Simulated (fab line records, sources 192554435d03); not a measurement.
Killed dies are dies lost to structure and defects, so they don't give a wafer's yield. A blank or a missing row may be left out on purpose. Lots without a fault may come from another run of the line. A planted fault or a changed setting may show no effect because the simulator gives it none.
fab line records | flow n5_finfet
record lots=10 wafers=30 last_day=18
route steps=1938 shown BEOL_M9@1415 PASSIVATION@1936
lots that met no fault: from a run of the same line without faults
start_h: hours from the record's first day to the start of the lot's first wafer shown | wait_h: hours since the lot's step before | " the same as in the row above | L1.1+2: a row that stands for several wafers | - no value, or no start given | * or withheld: withheld | < > ~ a bound
route shown NAME@n: a module of which the file shows steps, and the number in the route of the first | usual: mean/standard deviation of fault-free wafers | same: alike in all rows | chamber/n: place in a boat | sites: the reading at each site | _std_site: their standard deviation | _edge_site: outer sites' mean less inner sites' | radius_mm: how far each site lies from the wafer's centre | mask NAME#n: copy n | behind: the tool/chamber that last shaped the wafer | hold: why the lot was held/for how many hours/how that ended | device: the transistor (n, p or np) that didn't switch | end of line: the same wafers' tests at the end of the route | a step without rows: its recipe alone | killed: dies lost to structure and defects at the first sort, not the wafer's yield | map: a wafer's dies, x killed, . not, _ none there
set.NAME: the setting as run; set.NAME@STEP: as run at that earlier step | model.NAME: the simulator's own value behind a step, which no gauge read
steps of the route over a sample of lots; a table a step, a row a wafer
services: from which hour (start_h, from the record's first day; less than 0 if before it) a tool's chamber was out of use, for how many hours, and why
## steps
# step N5_BEOL_M9_OVL_MEAS_12
# recipe points_per_wafer=44
# usual M9_OVL=-0.1/0.72
# columns lot.wafer tool chamber start_h wait_h M9_OVL[nm]
L151.2 overlay-02 0 212.20 0.0 -0.9
L151.3 " 0 " " 1.3
L151.4 " 0 " " -0.2
L154.1 overlay-01 0 225.71 0.0 0.5
L154.4 " 0 " " 1.0
L154.6 " 0 " " 0.3
L152.3 overlay-01 0 226.35 0.0 0.6
L152.4 " 0 " " 0.3
L152.5 " 0 " " -1.1
L158.2 overlay-01 0 250.72 0.0 -0.4
L158.4 " 0 " " -0.7
L158.5 " 0 " " 1.0
L157.1 overlay-01 0 261.75 0.0 0.0
L157.2 " 0 " " 0.4
L157.4 " 0 " " -0.1
L161.3 overlay-02 0 266.34 0.0 -0.7
L161.5 " 0 " " -0.1
L161.6 " 0 " " -1.2
L167.3 overlay-01 0 304.56 0.0 1.8
L167.4 " 0 " " -0.1
L167.6 " 0 " " 0.5
L166.3 overlay-02 0 315.24 0.0 0.1
L166.5 " 0 " " 0.2
L166.6 " 0 " " -1.6
L170.1 overlay-01 0 326.21 0.0 -0.1
L170.2 " 0 " " -1.1
L170.4 " 0 " " -0.2
L173.3 overlay-01 0 350.38 0.0 0.8
L173.5 " 0 " " 0.4
L173.6 " 0 " " -0.1
# step N5_BEOL_M9_INSPECT_13
# recipe mode=adi inspect_instrument=brightfield
# usual raw_defect_count=406/83
# columns lot.wafer tool chamber start_h wait_h raw_defect_count
L151.2 defect_inspect-02 - 212.23 0.0 278
L151.3 " - " " 198
L151.4 " - " " 212
L154.1 defect_inspect-02 - 225.73 0.0 444
L154.4 " - " " 440
L154.6 " - " " 439
L152.3 defect_inspect-02 - 226.38 0.0 369
L152.4 " - " " 444
L152.5 " - " " 343
L158.2 defect_inspect-01 - 250.74 0.0 328
L158.4 " - " " 310
L158.5 " - " " 307
L157.1 defect_inspect-01 - 261.77 0.0 414
L157.2 " - " " 452
L157.4 " - " " 400
L161.3 defect_inspect-02 - 266.37 0.0 363
L161.5 " - " " 277
L161.6 " - " " 403
L167.3 defect_inspect-02 - 304.59 0.0 568
L167.4 " - " " 537
L167.6 " - " " 444
L166.3 defect_inspect-02 - 315.26 0.0 423
L166.5 " - " " 388
L166.6 " - " " 343
L170.1 defect_inspect-01 - 326.23 0.0 276
L170.2 " - " " 417
L170.4 " - " " 349
L173.3 defect_inspect-02 - 350.41 0.0 536
L173.5 " - " " 614
L173.6 " - " " 488
# step N5_BEOL_M9_ETCH_66
# recipe chemistry=N2/H2 target=SOC target_depth_a=800 overetch_a=160 mask_material=SiARC temp_c=40 time_s=120 ion_energy_ev=200 pressure_mtorr=30 source_w=840 bias_w=150 n2_flow_sccm=200 h2_flow_sccm=200
# usual bias_w=150.0/0.35 drypump_motor_current_A=5.8/0.48 oes_product_au=0.60/0.06 rf_fwd_power_W=835.9/2.7 rf_vpp_V=522.2/1.7 showerhead_plenum_p_Torr=2.48/0.054 throttle_valve_pct=17.90/0.21
# columns lot.wafer tool chamber start_h wait_h bias_w drypump_motor_current_A oes_product_au rf_fwd_power_W rf_hours_counter_h rf_vpp_V showerhead_plenum_p_Torr throttle_valve_pct
L151.2 rie_diel-01 1 213.58 0.0 150.6 5.9 0.65 834.9 75 521.6 2.45 17.49
L151.3 " 3 " " 150.0 6.7 0.56 838.0 164 523.4 2.54 17.88
L151.4 " 2 " " 150.5 6.1 0.69 835.0 19 523.0 2.50 17.96
L154.1 rie_diel-06 1 228.09 0.0 150.4 5.3 0.55 836.1 217 520.5 2.42 17.88
L154.4 " 3 " " 150.0 5.0 0.56 836.2 185 520.7 2.42 17.94
L154.6 " 3 " " 149.9 5.0 0.57 836.2 - 521.6 2.42 17.94
L152.3 rie_diel-03 0 228.64 0.0 150.2 6.0 0.67 840.0 42 524.8 2.59 17.91
L152.4 " 0 " " 150.1 6.0 0.68 835.6 - 524.4 2.59 17.92
L152.5 " 1 " " 149.9 5.7 0.52 834.8 - 522.9 2.51 18.41
L158.2 rie_diel-06 0 255.17 0.0 150.1 6.2 0.64 836.3 73 522.0 2.47 17.60
L158.4 " 1 " " 150.2 5.3 0.54 837.5 228 520.6 2.42 17.93
L158.5 " 3 " " 124.7 5.0 0.55 836.0 - 462.2 2.42 17.97
L157.1 rie_diel-01 2 263.34 0.0 149.8 6.1 0.67 839.5 38 522.7 2.49 18.01
L157.2 " 3 " " 150.9 6.7 0.55 839.8 183 523.4 2.54 17.89
L157.4 " 1 " " 150.0 5.9 0.64 831.0 92 522.1 2.45 17.52
L161.3 rie_diel-06 1 267.83 0.0 150.0 5.3 0.54 835.5 233 520.1 2.41 17.92
L161.5 " 3 " " 124.5 5.0 0.56 837.8 - 462.3 2.41 17.98
L161.6 " 0 " " 150.4 6.2 0.64 831.0 - 521.7 2.47 17.62
L167.3 rie_diel-03 3 306.11 0.0 150.1 5.0 0.53 840.4 240 520.3 2.40 17.98
L167.4 " 2 " " 150.0 5.6 0.54 838.0 224 523.8 2.51 18.24
L167.6 " 0 " " 150.3 6.0 0.65 832.4 - 525.1 2.58 17.94
L166.3 rie_diel-03 3 316.56 0.0 149.8 5.0 0.53 836.8 244 520.1 2.40 17.97
L166.5 " 3 " " 150.1 5.0 0.52 840.3 - 519.9 2.40 17.98
L166.6 " 2 " " 149.5 5.6 0.54 839.8 - 523.7 2.51 18.25
L170.1 rie_diel-03 0 327.45 0.0 150.6 6.0 0.64 836.0 70 524.2 2.58 17.96
L170.2 " 1 " " 150.9 5.7 0.69 834.0 18 522.1 2.50 18.02
L170.4 " 2 " " 150.3 5.6 0.54 838.3 230 523.8 2.51 18.24
L173.3 rie_diel-06 0 352.06 0.0 150.0 6.2 0.62 836.8 104 522.8 2.46 17.65
L173.5 " 3 " " 150.0 5.0 0.54 836.3 - 520.6 2.40 18.01
L173.6 " 0 " " 150.4 6.2 0.62 831.7 - 520.9 2.46 17.65
# step N5_BEOL_M9_ETCH_41
# recipe chemistry=CH3F/O2 target=SiCN target_depth_a=366 taper_deg=2 time_s=70.1 ion_energy_ev=120 mask_material=TiN pressure_mtorr=30 source_w=395 bias_w=75 Ar_flow_sccm=150 CH3F_flow_sccm=30 O2_flow_sccm=20
# usual bias_w=74.97/0.23 drypump_motor_current_A=5.8/0.48 oes_product_au=0.78/0.08 rf_fwd_power_W=391.8/1.6 rf_vpp_V=296.4/1.2 showerhead_plenum_p_Torr=1.95/0.038 throttle_valve_pct=16.40/0.21
# columns lot.wafer tool chamber start_h wait_h bias_w drypump_motor_current_A oes_product_au rf_fwd_power_W rf_hours_counter_h rf_vpp_V showerhead_plenum_p_Torr throttle_valve_pct
L151.2 rie_diel-01 1 - - 75.15 5.9 0.85 390.7 75 294.7 1.94 16.13
L151.3 " 3 " " 75.33 6.7 0.73 393.7 164 295.9 2.00 16.31
L151.4 " 2 " " 75.31 6.0 0.92 392.6 19 297.4 1.96 16.29
L154.1 rie_diel-06 1 - - 74.88 5.3 0.70 392.3 217 295.6 1.91 16.30
L154.4 " 3 " " 75.19 5.0 0.73 391.0 185 295.9 1.90 16.46
L154.6 " 3 " " 75.30 5.0 0.74 393.4 - 295.6 1.90 16.45
L152.3 rie_diel-03 0 - - 74.89 6.0 0.87 390.7 42 298.7 2.02 16.25
L152.4 " 0 " " 74.80 6.0 0.87 390.5 - 297.5 2.02 16.24
L152.5 " 1 " " 74.92 5.7 0.68 394.1 - 298.1 1.95 16.83
L158.2 rie_diel-06 0 - - 75.03 6.2 0.82 391.9 73 298.3 1.95 16.12
L158.4 " 1 " " 74.59 5.3 0.69 389.7 228 294.9 1.91 16.32
L158.5 " 3 " " 75.21 5.0 0.73 388.2 - 294.7 1.90 16.49
L157.1 rie_diel-01 2 - - 74.71 6.1 0.88 392.1 38 297.1 1.96 16.31
L157.2 " 3 " " 74.92 6.7 0.73 392.1 183 296.2 1.99 16.34
L157.4 " 1 " " 74.93 5.8 0.84 390.1 92 295.9 1.94 16.16
L161.3 rie_diel-06 1 - - 75.21 5.3 0.69 389.2 233 294.8 1.91 16.33
L161.5 " 3 " " 74.93 5.0 0.73 389.6 - 295.7 1.90 16.51
L161.6 " 0 " " 75.34 6.2 0.83 391.6 - 295.5 1.95 16.13
L167.3 rie_diel-03 3 - - 75.47 5.0 0.69 393.7 241 294.1 1.89 16.49
L167.4 " 2 " " 74.92 5.6 0.69 393.3 224 298.4 1.99 16.85
L167.6 " 0 " " 75.09 6.0 0.84 390.8 - 298.6 2.01 16.28
L166.3 rie_diel-03 3 - - 74.83 5.0 0.69 394.9 244 295.6 1.88 16.50
L166.5 " 3 " " 75.18 5.0 0.68 394.0 - 295.7 1.88 16.50
L166.6 " 2 " " 75.01 5.6 0.69 391.9 - 296.1 1.98 16.86
L170.1 rie_diel-03 0 - - 75.25 6.0 0.85 392.1 70 297.9 2.01 16.30
L170.2 " 1 " " 74.96 5.6 0.91 392.0 18 296.5 1.95 16.41
L170.4 " 2 " " 75.02 5.6 0.69 393.5 230 297.3 1.98 16.85
L173.3 rie_diel-06 0 - - 74.82 6.2 0.80 391.0 104 295.8 1.94 16.18
L173.5 " 3 " " 75.37 5.0 0.71 394.1 - 294.6 1.89 16.54
L173.6 " 0 " " 75.02 6.2 0.80 391.6 - 295.3 1.94 16.17
# step N5_PASSIVATION_PROBE_49
# usual defect_limited_yield=91.0/1.5 killed_at_M0_to_M3=34/9.1 killed_at_M4_up=14/5.7 killed_at_contacts=13/5.7 killed_at_front_end=42/12 killed_at_other=4/3.4 killed_dies=106/17 killed_on_rim=14/4.3 killed_open=70/13 killed_short=34/7.5 sort_bin_5_function=5.2/0.94 sort_bin_6_memory=3.4/0.69 sort_bin_8_speed=0.00/0.029 sort_n_pass=1074/17 sort_yield_pct=91.0/1.5
# same gross_dies=1180 killed_at_back_side=0 sort_bin_4_leakage[%]=0
# columns lot.wafer tool chamber start_h wait_h defect_limited_yield[%] killed_at_M0_to_M3 killed_at_M4_up killed_at_contacts killed_at_front_end killed_at_other killed_dies killed_on_rim killed_open killed_short sort_bin_5_function[%] sort_bin_6_memory[%] sort_bin_8_speed[%] sort_n_pass sort_yield_pct[%]
L152.3 prober-02 - 289.66 0.1 90.3 39 6 9 56 4 114 13 81 33 6.6 2.9 0 1066 90.3
L152.4 prober-02 - 289.71 0.2 91.3 24 18 12 49 0 103 13 62 35 5.7 2.7 0 1077 91.3
L152.5 prober-02 - 289.76 0.2 93.3 27 7 12 32 1 79 12 51 27 3.9 2.7 0 1101 93.3
L154.1 prober-01 - 294.10 0.0 91.7 32 25 7 31 3 98 15 74 22 4.9 3.2 0 1082 91.7
L154.4 prober-01 - 294.25 0.2 90.6 28 15 18 42 8 111 11 71 36 5.3 3.6 0 1069 90.6
L154.6 prober-01 - 294.35 0.3 91.9 33 5 12 42 4 96 11 64 32 4.8 3.1 0 1084 91.9
L161.3 prober-02 - 333.64 0.1 91.9 19 24 11 22 19 95 20 59 36 5.0 3.0 0 1085 91.9
L161.5 prober-02 - 333.74 0.2 90.0 21 32 15 42 8 118 10 76 38 5.3 3.6 0 1062 90.0
L161.6 prober-02 - 333.79 0.3 89.7 28 23 14 50 7 122 12 72 49 5.6 4.5 0 1058 89.7
L166.3 prober-02 - 368.70 0.1 89.0 32 16 8 74 0 130 11 81 45 5.9 4.3 0 1050 89.0
L166.5 prober-02 - 368.80 0.2 89.5 23 21 23 55 2 124 19 90 34 5.9 3.9 0 1056 89.5
L166.6 prober-02 - 368.85 0.3 90.8 19 13 16 56 5 109 8 76 33 6.0 2.9 0 1071 90.8
L173.3 prober-01 - 422.63 0.1 92.1 24 9 12 38 10 93 7 66 25 4.7 2.9 0 1087 92.1
L173.5 prober-01 - 422.73 0.2 91.6 45 9 11 34 0 99 11 54 41 5.3 2.4 0 1081 91.6
L173.6 prober-01 - 422.78 0.3 91.9 35 3 10 44 3 95 18 54 37 3.8 3.3 0 1085 91.9
# killed by level:class
L152.3 STI_FIN_REVEAL:geometric_particle:open=25 BEOL_M2:geometric_particle:open=14 MOL_CONTACT_COAG:geometric_particle:open=8 FIN_SAQP:geometric_particle:open=7 BEOL_M0_SAQP:geometric_particle:open=7 BEOL_M1:geometric_particle:open=6 BEOL_M0_SAQP:geometric_particle:short=6 STARTING-WAFER:geometric_particle:short=5
L152.4 FIN_SAQP:geometric_particle:short=12 BEOL_M4:geometric_particle:open=11 MOL_CONTACT_COAG:geometric_particle:open=10 STI_FIN_REVEAL:geometric_particle:open=9 BEOL_M1:geometric_particle:open=9 BEOL_M0_SAQP:geometric_particle:short=8 FIN_SAQP:geometric_particle:open=7 STI_FIN_REVEAL:geometric_particle:short=5
L152.5 STI_FIN_REVEAL:geometric_particle:open=10 MOL_CONTACT_COAG:geometric_particle:open=9 BEOL_M0_SAQP:geometric_particle:short=7 BEOL_M2:geometric_particle:open=7 FIN_SAQP:geometric_particle:short=5 DUMMY_GATE:geometric_particle:open=4 STI_FIN_REVEAL:geometric_particle:short=3 ILD0:geometric_particle:short=3
L154.1 STI_FIN_REVEAL:geometric_particle:open=11 BEOL_M4:geometric_particle:open=9 FIN_SAQP:geometric_particle:open=6 BEOL_M3:geometric_particle:open=6 BEOL_M5:geometric_particle:open=6 BEOL_M0_SAQP:geometric_particle:short=5 MOL_CONTACT_COAG:geometric_particle:open=5 BEOL_M1:geometric_particle:open=5
L154.4 MOL_CONTACT_COAG:geometric_particle:open=15 FIN_SAQP:geometric_particle:short=10 FIN_SAQP:geometric_particle:open=10 BEOL_M1:geometric_particle:open=9 STI_FIN_REVEAL:geometric_particle:open=8 BEOL_M0_SAQP:geometric_particle:short=4 BEOL_M0:geometric_particle:open=4 BEOL_M3:geometric_particle:open=4
L154.6 BEOL_M3:geometric_particle:open=13 FIN_SAQP:geometric_particle:open=10 MOL_CONTACT_COAG:geometric_particle:open=10 FIN_SAQP:geometric_particle:short=8 DUMMY_GATE:geometric_particle:open=7 BEOL_M0_SAQP:geometric_particle:short=7 STI_FIN_REVEAL:geometric_particle:open=5 STI_FIN_REVEAL:geometric_particle:short=4
L161.3 MOL_CONTACT_COAG:geometric_particle:open=11 BEOL_M4:geometric_particle:open=10 GATE_CUT:geometric_particle:short=8 BEOL_M0_SAQP:geometric_particle:open=6 BEOL_M3:geometric_particle:open=6 BEOL_M4:geometric_particle:short=6 MIM_TOP_ETCH:geometric_particle:open=5 PASS1_CAP:geometric_particle:open=4
L161.5 BEOL_M4:geometric_particle:open=19 MOL_CONTACT_COAG:geometric_particle:open=10 STI_FIN_REVEAL:geometric_particle:open=8 BEOL_M0_SAQP:geometric_particle:open=8 FIN_SAQP:geometric_particle:short=6 BEOL_M0_SAQP:geometric_particle:short=6 GATE_CUT:geometric_particle:short=5 BEOL_M4:geometric_particle:short=5
L161.6 BEOL_M4:geometric_particle:open=15 BEOL_M3:geometric_particle:open=12 FIN_SAQP:geometric_particle:short=11 MOL_CONTACT_COAG:geometric_particle:open=11 STI_FIN_REVEAL:geometric_particle:open=10 FIN_SAQP:geometric_particle:open=8 BEOL_M0_SAQP:geometric_particle:short=7 GATE_CUT:geometric_particle:short=5
L166.3 FIN_SAQP:geometric_particle:open=18 STI_FIN_REVEAL:geometric_particle:open=13 DUMMY_GATE:geometric_particle:open=12 BEOL_M2:geometric_particle:open=10 FIN_SAQP:geometric_particle:short=9 BEOL_M0_SAQP:geometric_particle:short=8 STI_FIN_REVEAL:geometric_particle:short=7 MOL_CONTACT_COAG:geometric_particle:open=6
L166.5 FIN_SAQP:geometric_particle:open=26 MOL_CONTACT_COAG:geometric_particle:open=20 BEOL_M4:geometric_particle:open=11 FIN_SAQP:geometric_particle:short=7 DUMMY_GATE:geometric_particle:open=5 BEOL_M0_SAQP:geometric_particle:open=5 BEOL_M1:geometric_particle:open=5 STARTING-WAFER:geometric_particle:short=4
L166.6 FIN_SAQP:geometric_particle:open=21 MOL_CONTACT_COAG:geometric_particle:open=13 FIN_SAQP:geometric_particle:short=9 STI_FIN_REVEAL:geometric_particle:open=9 BEOL_M4:geometric_particle:open=9 BEOL_M2:geometric_particle:open=5 BEOL_M0_SAQP:geometric_particle:short=4 STI_FIN_REVEAL:geometric_particle:short=3
L173.3 MOL_CONTACT_COAG:geometric_particle:open=10 STI_FIN_REVEAL:geometric_particle:open=7 BEOL_M2:geometric_particle:open=7 DUMMY_GATE:geometric_particle:open=6 BEOL_M0_SAQP:geometric_particle:open=5 PASS1_CAP:geometric_particle:short=5 FIN_SAQP:geometric_particle:open=4 GATE_CUT:geometric_particle:short=4
L173.5 BEOL_M0_SAQP:geometric_particle:short=17 BEOL_M2:geometric_particle:open=12 BEOL_M0_SAQP:geometric_particle:open=10 MOL_CONTACT_COAG:geometric_particle:open=9 FIN_SAQP:geometric_particle:short=6 STARTING-WAFER:geometric_particle:open=5 BEOL_M2:geometric_particle:short=4 FIN_SAQP:geometric_particle:open=3
L173.6 GATE_CUT:geometric_particle:open=10 GATE_CUT:geometric_particle:short=10 BEOL_M0_SAQP:geometric_particle:open=9 MOL_CONTACT_COAG:geometric_particle:open=8 FIN_SAQP:geometric_particle:short=6 BEOL_M0:geometric_particle:open=5 BEOL_M2:geometric_particle:open=5 BEOL_M0_SAQP:geometric_particle:short=4
## services
# columns tool chamber start_h hours kind
rie_diel-06 - 193.26 2.8 pm
rie_diel-06 1 217.57 10.0 repair
rie_diel-03 3 222.21 10.9 repair
rie_diel-03 1 238.81 - clean
rie_diel-03 1 238.81 - consumable_replace:focus_ring
rie_diel-03 1 238.81 25.4 scheduled_down
rie_diel-03 1 238.81 25.4 vent_cycle
rie_diel-03 - 252.59 14.6 pm
rie_diel-03 2 270.09 9.5 repair
rie_diel-06 - 278.78 15.6 pm
rie_diel-03 3 335.42 - clean
rie_diel-03 3 335.42 - consumable_replace:focus_ring
rie_diel-03 3 335.42 - consumable_replace:showerhead
rie_diel-03 3 335.42 25.7 scheduled_down
rie_diel-03 3 335.42 25.7 vent_cycle
rie_diel-06 1 335.87 - clean
rie_diel-06 1 335.87 - consumable_replace:focus_ring
rie_diel-06 1 335.87 - consumable_replace:showerhead
rie_diel-06 1 335.87 25.9 scheduled_down
rie_diel-06 1 335.87 25.9 vent_cycle
## key
first_sign step=N5_BEOL_M9_ETCH_66 reading=bias_w direction=down sigmas=72 usual=* struck=*
effect step=N5_BEOL_M9_ETCH_66 reading=rf_vpp_V direction=down sigmas=35 usual=522.2 struck=462.2
met_at N5_BEOL_M9_ETCH_66
struck_lots L158,L161
struck_wafers L158.5,L161.5
not_acting_at N5_BEOL_M9_OVL_MEAS_12,N5_BEOL_M9_INSPECT_13,N5_BEOL_M9_ETCH_41
onset_between 228.09 255.17
fault kind=process_parameter_drift tool=rie_diel-06 chamber=3 onset_h=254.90 steps=N5_BEOL_M9_ETCH_66 channel=bias_w offset=* shape=step end_h=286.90 acts_in=* stated=*
